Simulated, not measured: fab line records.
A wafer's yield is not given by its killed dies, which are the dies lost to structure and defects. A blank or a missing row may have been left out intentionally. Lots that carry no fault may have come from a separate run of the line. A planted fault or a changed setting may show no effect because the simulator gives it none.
Chamber matching | flow nandHarc | NHARC_A_CHANNEL_HOLE_D1_ETCH_44 on rieDiel-01: 4 sister chambers
The step etches the open film in CF4/O2, target depth 140 nm, overetch 14 nm, time 77 s. 14 wafers are shown with their chamber, then 7 later ones without.

## WAFERS WITH THEIR CHAMBER
wafer  | chamber | showerheadPlenumPTorr (Torr) | rfVppV (V) | oesProductAu (a.u.)
L652.1 | 1       | 1.27                         | 196.4      | 0.996
L652.2 | 2       | 1.27                         | 194.5      | 0.995
L652.3 | 3       | 1.37                         | 197.6      | 1.008
L654.2 | 3       | 1.37                         | 198.7      | 1.006
L654.3 | 1       | 1.27                         | 196.7      | 0.996
L654.5 | 1       | 1.27                         | 196.9      | 0.986
L657.1 | 1       | 1.27                         | 197.5      | 0.996
L657.3 | 0       | 1.33                         | 197.5      | 0.999
L657.5 | 2       | 1.27                         | 196.4      | 0.990
L660.1 | 3       | 1.37                         | 198.1      | 1.000
L660.2 | 2       | 1.26                         | 195.1      | 0.993
L660.5 | 3       | 1.37                         | 197.2      | 0.990
L667.1 | 3       | 1.37                         | 199.1      | 1.000
L667.3 | 1       | 1.27                         | 197.1      | 1.002

SIGNATURES (averages over the wafers above)
reading               | chamber 0 | chamber 1 | chamber 2 | chamber 3 | scatter within a chamber
showerheadPlenumPTorr | 1.3300    | 1.2700    | 1.2667    | 1.3700    | 0.00258
rfVppV                | 197.500   | 196.920   | 195.333   | 198.140   | 0.706
oesProductAu          | 0.99900   | 0.99520   | 0.99267   | 1.00080   | 0.00585
Rule: a wafer lies at a distance from a chamber equal to the root of the sum of squares, over the readings, of (its reading less the chamber's mean, divided by the reading's scatter). The wafer belongs to the nearest chamber; if the next one is less than 2 further off, it can't be placed. The scatter: take each reading less its chamber's mean, square it, sum over the shown wafers, divide by the number of wafers less the number of chambers, and take the root.

## WAFERS WITH NO CHAMBER GIVEN
wafer  | showerheadPlenumPTorr (Torr) | rfVppV (V) | oesProductAu (a.u.)
L667.4 | 1.33                         | 197.8      | 1.012
L671.1 | 1.33                         | 195.9      | 1.011
L671.3 | 1.27                         | 196.1      | 1.017
L671.4 | 1.37                         | 198.2      | 1.009
L672.3 | 1.33                         | 196.6      | 1.011
L672.4 | 1.37                         | 200.5      | 0.997
L672.6 | 1.27                         | 196.2      | 0.995

## WHICH CHAMBER EACH ONE RAN IN
wafer  | from the rows above     | in truth
L667.4 | 0                       | 0
L671.1 | 0                       | 0
L671.3 | can't be placed: 1 or 2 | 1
L671.4 | 3                       | 3
L672.3 | 0                       | 0
L672.4 | 3                       | 3
L672.6 | can't be placed: 1 or 2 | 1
Correctly placed: 5 of 7. Not placeable from these rows: 2 (in 2, the candidates include the true chamber). Number placed wrongly: 0.
